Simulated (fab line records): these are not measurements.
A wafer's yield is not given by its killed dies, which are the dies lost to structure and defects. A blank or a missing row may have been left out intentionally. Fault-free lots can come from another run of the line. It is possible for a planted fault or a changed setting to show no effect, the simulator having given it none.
Which tool was responsible? :: flow n5Finfet :: 10 lots, 28 wafers sampled, at 5 steps of a route of 1938

WHAT THE GAUGES SHOWED, per wafer
N5_BEOL_M4_RC_MEAS_101. Usual: DIBL_N 36.7 mV/V, standard deviation 2.6; DIBL_P 36.9 mV/V, standard deviation 2.8; IOFF_N 0.17 nA/um, standard deviation 0.043; IOFF_P 0.22 nA/um, standard deviation 0.05; ION_N 678 uA/um, standard deviation 15; ION_P 465 uA/um, standard deviation 9.2; SS_N 71.6 mV/dec, standard deviation 0.79; SS_P 73.5 mV/dec, standard deviation 0.82; VT_N 250 mV, standard deviation 3.9; VT_P -250 mV, standard deviation 3.7.
lot: L738
measured: day 9 05:26
on: prober-01
DIBL_N (mV/V): 35.0 36.3 37.1
DIBL_P (mV/V): 34.6 36.8 37.3
IOFF_N (nA/um): 0.14 0.15 0.18
IOFF_P (nA/um): 0.17 0.19 0.20
ION_N (uA/um): 680 682 694
ION_P (uA/um): 466 467 468
SS_N (mV/dec): 70.4 71.4 71.7
SS_P (mV/dec): 72.9 72.9 72.9
VT_N (mV): 250 250 247
VT_P (mV): -253 -254 -253
flag: 

lot: L741
measured: day 9 14:38
on: prober-01
DIBL_N (mV/V): 36.4 41.1 37.8
DIBL_P (mV/V): 36.8 42.8 37.5
IOFF_N (nA/um): 0.16 0.24 0.17
IOFF_P (nA/um): 0.20 0.29 0.21
ION_N (uA/um): 671 679 667
ION_P (uA/um): 461 458 454
SS_N (mV/dec): 71.3 73.3 72.0
SS_P (mV/dec): 73.1 75.0 73.9
VT_N (mV): 248 247 253
VT_P (mV): -251 -247 -251
flag: 

lot: L743
measured: day 11 03:34
on: prober-01
DIBL_N (mV/V): 35.4 34.8
DIBL_P (mV/V): 34.6 34.0
IOFF_N (nA/um): 0.13 0.13
IOFF_P (nA/um): 0.16 0.15
ION_N (uA/um): 672 676
ION_P (uA/um): 455 458
SS_N (mV/dec): 70.6 71.0
SS_P (mV/dec): 72.9 72.4
VT_N (mV): 254 254
VT_P (mV): -257 -257
flag: 

lot: L753
measured: day 13 12:34
on: prober-02
DIBL_N (mV/V): 33.9 32.4
DIBL_P (mV/V): 34.0 32.2
IOFF_N (nA/um): 0.12 0.11
IOFF_P (nA/um): 0.17 0.16
ION_N (uA/um): 663 675
ION_P (uA/um): 449 465
SS_N (mV/dec): 71.5 70.7
SS_P (mV/dec): 72.6 71.9
VT_N (mV): 252 252
VT_P (mV): -251 -254
flag: 

lot: L754
measured: day 14 00:41
on: prober-02
DIBL_N (mV/V): 38.8 36.5 39.8
DIBL_P (mV/V): 37.9 35.2 39.3
IOFF_N (nA/um): 0.20 0.15 0.24
IOFF_P (nA/um): 0.24 0.21 0.28
ION_N (uA/um): 690 664 703
ION_P (uA/um): 475 454 470
SS_N (mV/dec): 71.3 70.6 71.8
SS_P (mV/dec): 74.6 73.6 74.4
VT_N (mV): 244 251 244
VT_P (mV): -248 -248 -248
flag: 

lot: L755
measured: day 14 22:46
on: prober-01
DIBL_N (mV/V): 36.3 38.8 40.2
DIBL_P (mV/V): 36.2 39.3 40.5
IOFF_N (nA/um): 0.13 0.18 0.20
IOFF_P (nA/um): 0.19 0.23 0.26
ION_N (uA/um): 660 690 685
ION_P (uA/um): 460 476 469
SS_N (mV/dec): 71.8 71.4 72.3
SS_P (mV/dec): 73.1 73.8 73.9
VT_N (mV): 254 248 248
VT_P (mV): -255 -250 -250
flag: 

lot: L757
measured: day 13 21:44
on: prober-02
DIBL_N (mV/V): 36.5 39.4 36.1
DIBL_P (mV/V): 37.1 40.4 36.5
IOFF_N (nA/um): 0.14 0.18 0.13
IOFF_P (nA/um): 0.20 0.25 0.18
ION_N (uA/um): 683 673 667
ION_P (uA/um): 469 464 456
SS_N (mV/dec): 71.2 71.8 71.5
SS_P (mV/dec): 73.3 74.1 72.9
VT_N (mV): 255 252 253
VT_P (mV): -253 -251 -253
flag: 

TOOL THAT RAN EACH LOT (tool first, then ch and the chambers of the sampled wafers, then the start)
lot: L738
N5_BEOL_M0_SAQP_ETCH_49: rieDiel-03 ch 1,2,3, day 6 18:17
N5_BEOL_M0_ETCH_128: rieDiel-05 ch 0,1,3, day 6 21:14
N5_BEOL_M0_TRENCH_ETCH_107: rieDiel-05 ch 0,1,3, day 6 21:17
N5_BEOL_M0_ETCH_109: rieDiel-06 ch 0,2,3, day 6 21:30

lot: L741
N5_BEOL_M0_SAQP_ETCH_49: rieDiel-02 ch 0,3, day 7 15:39
N5_BEOL_M0_ETCH_128: rieDiel-05 ch 0,1, day 7 16:55
N5_BEOL_M0_TRENCH_ETCH_107: rieDiel-05 ch 0,1, day 7 16:58
N5_BEOL_M0_ETCH_109: rieDiel-01 ch 0,1,2, day 7 17:11

lot: L743
N5_BEOL_M0_SAQP_ETCH_49: rieDiel-04 ch 1,2, day 7 23:50
N5_BEOL_M0_ETCH_128: rieDiel-01 ch 0,3, day 8 05:15
N5_BEOL_M0_TRENCH_ETCH_107: rieDiel-01 ch 0,3, day 8 05:18
N5_BEOL_M0_ETCH_109: rieDiel-01 ch 0,1, day 8 05:46

lot: L748
N5_BEOL_M0_SAQP_ETCH_49: rieDiel-02 ch 1,2,3, day 9 04:59
N5_BEOL_M0_ETCH_128: rieDiel-05 ch 0,1,3, day 9 06:17
N5_BEOL_M0_TRENCH_ETCH_107: rieDiel-05 ch 0,1,3, day 9 06:19
N5_BEOL_M0_ETCH_109: rieDiel-06 ch 0,1,2, day 9 06:32

lot: L749
N5_BEOL_M0_SAQP_ETCH_49: rieDiel-02 ch 0,3, day 9 10:34
N5_BEOL_M0_ETCH_128: rieDiel-06 ch 1,2,3, day 9 15:31
N5_BEOL_M0_TRENCH_ETCH_107: rieDiel-06 ch 1,2,3, day 9 15:34
N5_BEOL_M0_ETCH_109: rieDiel-06 ch 0,2,3, day 9 15:47

lot: L750
N5_BEOL_M0_SAQP_ETCH_49: rieDiel-03 ch 0,2, day 9 16:19
N5_BEOL_M0_ETCH_128: rieDiel-01 ch 1,3, day 9 17:38
N5_BEOL_M0_TRENCH_ETCH_107: rieDiel-01 ch 1,3, day 9 17:40
N5_BEOL_M0_ETCH_109: rieDiel-05 ch 0,1,3, day 9 17:58

lot: L753
N5_BEOL_M0_SAQP_ETCH_49: rieDiel-02 ch 0,1, day 10 15:44
N5_BEOL_M0_ETCH_128: rieDiel-06 ch 2,3, day 10 17:56
N5_BEOL_M0_TRENCH_ETCH_107: rieDiel-06 ch 2,3, day 10 17:59
N5_BEOL_M0_ETCH_109: rieDiel-01 ch 0,2, day 10 18:12

lot: L754
N5_BEOL_M0_SAQP_ETCH_49: rieDiel-04 ch 0,2,3, day 11 03:11
N5_BEOL_M0_ETCH_128: rieDiel-06 ch 0,2,3, day 11 07:29
N5_BEOL_M0_TRENCH_ETCH_107: rieDiel-06 ch 0,2,3, day 11 07:32
N5_BEOL_M0_ETCH_109: rieDiel-01 ch 0,2,3, day 11 07:46

lot: L755
N5_BEOL_M0_SAQP_ETCH_49: rieDiel-02 ch 0,2, day 11 06:09
N5_BEOL_M0_ETCH_128: rieDiel-06 ch 1,2,3, day 11 07:52
N5_BEOL_M0_TRENCH_ETCH_107: rieDiel-06 ch 1,2,3, day 11 07:54
N5_BEOL_M0_ETCH_109: rieDiel-06 ch 1,3, day 11 08:13

lot: L757
N5_BEOL_M0_SAQP_ETCH_49: rieDiel-03 ch 1,2, day 11 12:40
N5_BEOL_M0_ETCH_128: rieDiel-01 ch 1,2, day 11 16:06
N5_BEOL_M0_TRENCH_ETCH_107: rieDiel-01 ch 1,2, day 11 16:08
N5_BEOL_M0_ETCH_109: rieDiel-01 ch 0,2,3, day 11 16:35
- N5_BEOL_M0_SAQP_ETCH_49: etches SiO2 in CF4/O2, target depth 37 nm.
- N5_BEOL_M0_ETCH_128: etches SiCN in CF4/N2, target depth 12 nm, overetch 5.1 nm, time 21.4 s.
- N5_BEOL_M0_TRENCH_ETCH_107: etches SiOC in C4F6/O2, target depth 32.8 nm, time 16.4 s.
- N5_BEOL_M0_ETCH_109: etches SiCN in CH3F/O2, target depth 8 nm, overetch 2.4 nm, time 27.4 s.

WHAT THE TOOLS THEMSELVES READ (means of the sampled wafers that have a number; where no wafer has one, the mark that the record gives instead)
N5_BEOL_M0_SAQP_ETCH_49. Usual: O2_flow_sccm 10.00 sccm, standard deviation 0.031; biasW 48.99 W, standard deviation 0.14; drypumpMotorCurrentA 5.6 A, standard deviation 0.44; oesProductAu 0.77 a.u., standard deviation 0.085; rfVppV 241 V, standard deviation 6.2; showerheadPlenumPTorr 2.23 Torr, standard deviation 0.06; throttleValvePct 15.90 %, standard deviation 0.24.
lot: L738
tool: rieDiel-03
O2_flow_sccm (sccm): 10.00
biasW (W): 49.18
drypumpMotorCurrentA (A): 5.5
oesProductAu (a.u.): 0.89
rfVppV (V): 239
showerheadPlenumPTorr (Torr): 2.22
throttleValvePct (%): 15.85
flag: 

lot: L741
tool: rieDiel-02
O2_flow_sccm (sccm): 9.98
biasW (W): 48.94
drypumpMotorCurrentA (A): 5.4
oesProductAu (a.u.): 0.77
rfVppV (V): 245
showerheadPlenumPTorr (Torr): 2.15
throttleValvePct (%): 15.80
flag: 

lot: L743
tool: rieDiel-04
O2_flow_sccm (sccm): 10.02
biasW (W): 49.12
drypumpMotorCurrentA (A): 5.7
oesProductAu (a.u.): 0.76
rfVppV (V): 240
showerheadPlenumPTorr (Torr): 2.27
throttleValvePct (%): 16.01
flag: 

lot: L748
tool: rieDiel-02
O2_flow_sccm (sccm): 9.98
biasW (W): 49.18
drypumpMotorCurrentA (A): 5.7
oesProductAu (a.u.): 0.71
rfVppV (V): 239
showerheadPlenumPTorr (Torr): 2.22
throttleValvePct (%): 15.92
flag: 

lot: L749
tool: rieDiel-02
O2_flow_sccm (sccm): 9.98
biasW (W): 48.93
drypumpMotorCurrentA (A): 5.4
oesProductAu (a.u.): 0.76
rfVppV (V): 244
showerheadPlenumPTorr (Torr): 2.15
throttleValvePct (%): 15.83
flag: 

lot: L750
tool: rieDiel-03
O2_flow_sccm (sccm): 10.01
biasW (W): 48.97
drypumpMotorCurrentA (A): 5.6
oesProductAu (a.u.): 0.87
rfVppV (V): 245
showerheadPlenumPTorr (Torr): 2.21
throttleValvePct (%): 15.62
flag: 

lot: L753
tool: rieDiel-02
O2_flow_sccm (sccm): 10.01
biasW (W): 49.05
drypumpMotorCurrentA (A): 6.0
oesProductAu (a.u.): 0.75
rfVppV (V): 247
showerheadPlenumPTorr (Torr): 2.16
throttleValvePct (%): 15.79
flag: 

lot: L754
tool: rieDiel-04
O2_flow_sccm (sccm): 10.02
biasW (W): 49.09
drypumpMotorCurrentA (A): 5.6
oesProductAu (a.u.): 0.73
rfVppV (V): 238
showerheadPlenumPTorr (Torr): 2.30
throttleValvePct (%): 16.02
flag: 

lot: L755
tool: rieDiel-02
O2_flow_sccm (sccm): 9.96
biasW (W): 49.11
drypumpMotorCurrentA (A): 5.4
oesProductAu (a.u.): 0.75
rfVppV (V): 248
showerheadPlenumPTorr (Torr): 2.23
throttleValvePct (%): 15.69
flag: 

lot: L757
tool: rieDiel-03
O2_flow_sccm (sccm): 10.01
biasW (W): 49.03
drypumpMotorCurrentA (A): 5.1
oesProductAu (a.u.): 0.87
rfVppV (V): 242
showerheadPlenumPTorr (Torr): 2.19
throttleValvePct (%): 15.88
flag: 

N5_BEOL_M0_ETCH_128. Usual: biasW 70.00 W, standard deviation 0.2; cf4FlowSccm 59.98 sccm, standard deviation 0.17; drypumpMotorCurrentA 5.6 A, standard deviation 0.4; n2FlowSccm 59.99 sccm, standard deviation 0.17; oesProductAu 0.54 a.u., standard deviation 0.053; rfVppV 382.4 V, standard deviation 1.8; showerheadPlenumPTorr 2.21 Torr, standard deviation 0.07; throttleValvePct 15.39 %, standard deviation 0.19.
lot: L738
tool: rieDiel-05
biasW (W): 69.96
cf4FlowSccm (sccm): 60.20
drypumpMotorCurrentA (A): 5.3
n2FlowSccm (sccm): 59.79
oesProductAu (a.u.): 0.56
rfVppV (V): 383.0
showerheadPlenumPTorr (Torr): 2.22
throttleValvePct (%): 15.32
flag: 

lot: L741
tool: rieDiel-05
biasW (W): 70.07
cf4FlowSccm (sccm): 59.91
drypumpMotorCurrentA (A): 5.3
n2FlowSccm (sccm): 60.09
oesProductAu (a.u.): 0.55
rfVppV (V): 382.6
showerheadPlenumPTorr (Torr): 2.27
throttleValvePct (%): 15.27
flag: 

lot: L743
tool: rieDiel-01
biasW (W): 70.15
cf4FlowSccm (sccm): 59.77
drypumpMotorCurrentA (A): 5.9
n2FlowSccm (sccm): 60.20
oesProductAu (a.u.): 0.48
rfVppV (V): 384.1
showerheadPlenumPTorr (Torr): 2.25
throttleValvePct (%): 15.37
flag: 

lot: L748
tool: rieDiel-05
biasW (W): -
cf4FlowSccm (sccm): -
drypumpMotorCurrentA (A): -
n2FlowSccm (sccm): -
oesProductAu (a.u.): -
rfVppV (V): -
showerheadPlenumPTorr (Torr): -
throttleValvePct (%): -
flag: OFF

lot: L749
tool: rieDiel-06
biasW (W): -
cf4FlowSccm (sccm): -
drypumpMotorCurrentA (A): -
n2FlowSccm (sccm): -
oesProductAu (a.u.): -
rfVppV (V): -
showerheadPlenumPTorr (Torr): -
throttleValvePct (%): -
flag: OFF

lot: L750
tool: rieDiel-01
biasW (W): -
cf4FlowSccm (sccm): -
drypumpMotorCurrentA (A): -
n2FlowSccm (sccm): -
oesProductAu (a.u.): -
rfVppV (V): -
showerheadPlenumPTorr (Torr): -
throttleValvePct (%): -
flag: OFF

lot: L753
tool: rieDiel-06
biasW (W): 69.97
cf4FlowSccm (sccm): 59.98
drypumpMotorCurrentA (A): 5.7
n2FlowSccm (sccm): 60.09
oesProductAu (a.u.): 0.53
rfVppV (V): 383.6
showerheadPlenumPTorr (Torr): 2.21
throttleValvePct (%): 15.43
flag: 

lot: L754
tool: rieDiel-06
biasW (W): 69.95
cf4FlowSccm (sccm): 59.92
drypumpMotorCurrentA (A): 5.6
n2FlowSccm (sccm): 60.08
oesProductAu (a.u.): 0.54
rfVppV (V): 382.2
showerheadPlenumPTorr (Torr): 2.18
throttleValvePct (%): 15.48
flag: 

lot: L755
tool: rieDiel-06
biasW (W): 70.09
cf4FlowSccm (sccm): 59.96
drypumpMotorCurrentA (A): 5.7
n2FlowSccm (sccm): 60.00
oesProductAu (a.u.): 0.56
rfVppV (V): 382.5
showerheadPlenumPTorr (Torr): 2.20
throttleValvePct (%): 15.37
flag: 

lot: L757
tool: rieDiel-01
biasW (W): 70.16
cf4FlowSccm (sccm): 59.88
drypumpMotorCurrentA (A): 5.8
n2FlowSccm (sccm): 59.99
oesProductAu (a.u.): 0.51
rfVppV (V): 380.1
showerheadPlenumPTorr (Torr): 2.15
throttleValvePct (%): 15.55
flag: 

N5_BEOL_M0_TRENCH_ETCH_107. Usual: C4F6_flow_sccm 10.00 sccm, standard deviation 0.03; O2_flow_sccm 10.00 sccm, standard deviation 0.032; biasW 184.9 W, standard deviation 0.52; drypumpMotorCurrentA 5.6 A, standard deviation 0.4; oesProductAu 0.78 a.u., standard deviation 0.083; rfVppV 664 V, standard deviation 21; showerheadPlenumPTorr 2.85 Torr, standard deviation 0.089; throttleValvePct 20.82 %, standard deviation 0.2.
lot: L738
tool: rieDiel-05
C4F6_flow_sccm (sccm): 9.99
O2_flow_sccm (sccm): 9.97
biasW (W): 185.2
drypumpMotorCurrentA (A): 5.3
oesProductAu (a.u.): 0.82
rfVppV (V): 691
showerheadPlenumPTorr (Torr): 2.87
throttleValvePct (%): 20.73
flag: 

lot: L741
tool: rieDiel-05
C4F6_flow_sccm (sccm): 9.98
O2_flow_sccm (sccm): 10.00
biasW (W): 184.4
drypumpMotorCurrentA (A): 5.3
oesProductAu (a.u.): 0.81
rfVppV (V): 685
showerheadPlenumPTorr (Torr): 2.93
throttleValvePct (%): 20.67
flag: 

lot: L743
tool: rieDiel-01
C4F6_flow_sccm (sccm): 9.98
O2_flow_sccm (sccm): 10.01
biasW (W): 185.1
drypumpMotorCurrentA (A): 5.9
oesProductAu (a.u.): 0.70
rfVppV (V): 650
showerheadPlenumPTorr (Torr): 2.92
throttleValvePct (%): 20.70
flag: 

lot: L748
tool: rieDiel-05
C4F6_flow_sccm (sccm): 9.99
O2_flow_sccm (sccm): 9.97
biasW (W): 185.2
drypumpMotorCurrentA (A): 5.3
oesProductAu (a.u.): 0.80
rfVppV (V): 690
showerheadPlenumPTorr (Torr): 2.86
throttleValvePct (%): 20.75
flag: 

lot: L749
tool: rieDiel-06
C4F6_flow_sccm (sccm): 10.00
O2_flow_sccm (sccm): 10.00
biasW (W): 184.7
drypumpMotorCurrentA (A): 5.7
oesProductAu (a.u.): 0.84
rfVppV (V): 657
showerheadPlenumPTorr (Torr): 2.85
throttleValvePct (%): 20.81
flag: 

lot: L750
tool: rieDiel-01
C4F6_flow_sccm (sccm): 9.99
O2_flow_sccm (sccm): 10.00
biasW (W): 184.9
drypumpMotorCurrentA (A): 6.4
oesProductAu (a.u.): 0.69
rfVppV (V): 649
showerheadPlenumPTorr (Torr): 2.86
throttleValvePct (%): 20.77
flag: 

lot: L753
tool: rieDiel-06
C4F6_flow_sccm (sccm): 9.98
O2_flow_sccm (sccm): 10.03
biasW (W): 185.1
drypumpMotorCurrentA (A): 5.7
oesProductAu (a.u.): 0.78
rfVppV (V): 658
showerheadPlenumPTorr (Torr): 2.87
throttleValvePct (%): 20.87
flag: 

lot: L754
tool: rieDiel-06
C4F6_flow_sccm (sccm): 10.04
O2_flow_sccm (sccm): 9.97
biasW (W): 185.6
drypumpMotorCurrentA (A): 5.7
oesProductAu (a.u.): 0.78
rfVppV (V): 659
showerheadPlenumPTorr (Torr): 2.82
throttleValvePct (%): 20.92
flag: 

lot: L755
tool: rieDiel-06
C4F6_flow_sccm (sccm): 10.00
O2_flow_sccm (sccm): 10.01
biasW (W): 184.5
drypumpMotorCurrentA (A): 5.6
oesProductAu (a.u.): 0.81
rfVppV (V): 656
showerheadPlenumPTorr (Torr): 2.84
throttleValvePct (%): 20.82
flag: 

lot: L757
tool: rieDiel-01
C4F6_flow_sccm (sccm): 10.04
O2_flow_sccm (sccm): 9.98
biasW (W): 184.6
drypumpMotorCurrentA (A): 5.8
oesProductAu (a.u.): 0.73
rfVppV (V): 645
showerheadPlenumPTorr (Torr): 2.79
throttleValvePct (%): 21.08
flag: 

N5_BEOL_M0_ETCH_109. Usual: CH3F_flow_sccm 30.00 sccm, standard deviation 0.086; O2_flow_sccm 20.00 sccm, standard deviation 0.057; biasW 75.01 W, standard deviation 0.22; drypumpMotorCurrentA 5.6 A, standard deviation 0.4; oesProductAu 0.66 a.u., standard deviation 0.066; rfVppV 297.2 V, standard deviation 1.6; showerheadPlenumPTorr 2.00 Torr, standard deviation 0.067; throttleValvePct 16.29 %, standard deviation 0.19.
lot: L738
tool: rieDiel-06
CH3F_flow_sccm (sccm): 30.03
O2_flow_sccm (sccm): 20.02
biasW (W): 75.09
drypumpMotorCurrentA (A): 5.6
oesProductAu (a.u.): 0.69
rfVppV (V): 296.4
showerheadPlenumPTorr (Torr): 1.99
throttleValvePct (%): 16.31
flag: 

lot: L741
tool: rieDiel-01
CH3F_flow_sccm (sccm): 30.12
O2_flow_sccm (sccm): 20.05
biasW (W): 75.16
drypumpMotorCurrentA (A): 5.5
oesProductAu (a.u.): 0.65
rfVppV (V): 297.2
showerheadPlenumPTorr (Torr): 2.00
throttleValvePct (%): 16.36
flag: 

lot: L743
tool: rieDiel-01
CH3F_flow_sccm (sccm): 30.01
O2_flow_sccm (sccm): 20.07
biasW (W): 75.19
drypumpMotorCurrentA (A): 5.6
oesProductAu (a.u.): 0.61
rfVppV (V): 297.0
showerheadPlenumPTorr (Torr): 1.99
throttleValvePct (%): 16.52
flag: 

lot: L748
tool: rieDiel-06
CH3F_flow_sccm (sccm): 29.91
O2_flow_sccm (sccm): 19.99
biasW (W): 74.86
drypumpMotorCurrentA (A): 5.6
oesProductAu (a.u.): 0.72
rfVppV (V): 296.4
showerheadPlenumPTorr (Torr): 1.94
throttleValvePct (%): 16.28
flag: 

lot: L749
tool: rieDiel-06
CH3F_flow_sccm (sccm): 30.09
O2_flow_sccm (sccm): 20.03
biasW (W): 75.02
drypumpMotorCurrentA (A): 5.6
oesProductAu (a.u.): 0.67
rfVppV (V): 296.9
showerheadPlenumPTorr (Torr): 1.98
throttleValvePct (%): 16.35
flag: 

lot: L750
tool: rieDiel-05
CH3F_flow_sccm (sccm): 30.05
O2_flow_sccm (sccm): 20.01
biasW (W): 75.22
drypumpMotorCurrentA (A): 5.3
oesProductAu (a.u.): 0.67
rfVppV (V): 297.6
showerheadPlenumPTorr (Torr): 2.01
throttleValvePct (%): 16.24
flag: 

lot: L753
tool: rieDiel-01
CH3F_flow_sccm (sccm): 29.96
O2_flow_sccm (sccm): 20.06
biasW (W): 74.97
drypumpMotorCurrentA (A): 5.2
oesProductAu (a.u.): 0.64
rfVppV (V): 296.9
showerheadPlenumPTorr (Torr): 2.04
throttleValvePct (%): 16.26
flag: 

lot: L754
tool: rieDiel-01
CH3F_flow_sccm (sccm): 30.01
O2_flow_sccm (sccm): 20.01
biasW (W): 74.93
drypumpMotorCurrentA (A): 5.7
oesProductAu (a.u.): 0.62
rfVppV (V): 297.7
showerheadPlenumPTorr (Torr): 2.04
throttleValvePct (%): 16.22
flag: 

lot: L755
tool: rieDiel-06
CH3F_flow_sccm (sccm): 30.06
O2_flow_sccm (sccm): 19.96
biasW (W): 74.97
drypumpMotorCurrentA (A): 5.6
oesProductAu (a.u.): 0.73
rfVppV (V): 296.7
showerheadPlenumPTorr (Torr): 2.00
throttleValvePct (%): 16.20
flag: 

lot: L757
tool: rieDiel-01
CH3F_flow_sccm (sccm): 30.03
O2_flow_sccm (sccm): 19.97
biasW (W): 74.82
drypumpMotorCurrentA (A): 5.7
oesProductAu (a.u.): 0.61
rfVppV (V): 297.9
showerheadPlenumPTorr (Torr): 2.04
throttleValvePct (%): 16.23
flag: 

THE ANSWER, worked out from the rows above alone
Rule: a lot is off if the mean of its wafers that have a number lies more than 3 standard deviations from the usual mean. Also off: a lot with no number at a reading for which 4 or more lots have one. Any other lot the step has rows for is counted as sound. The gauges are gone through in route order, then the tools' own readings, and for those a lot's mean is taken as printed above. At the first step where some lot is off, the reading lying furthest off is the one used; lots without a number count as furthest.
Off, at N5_BEOL_M0_ETCH_128 on biasW: L748, L749, L750. Without a number there: L748, L749, L750.
If a tool, at that step or one of the process steps before it, ran each lot that is off and ran no sound lot following the first of them, it fits. None of those tried fits.

WHAT THE SIMULATOR HAD INSERTED
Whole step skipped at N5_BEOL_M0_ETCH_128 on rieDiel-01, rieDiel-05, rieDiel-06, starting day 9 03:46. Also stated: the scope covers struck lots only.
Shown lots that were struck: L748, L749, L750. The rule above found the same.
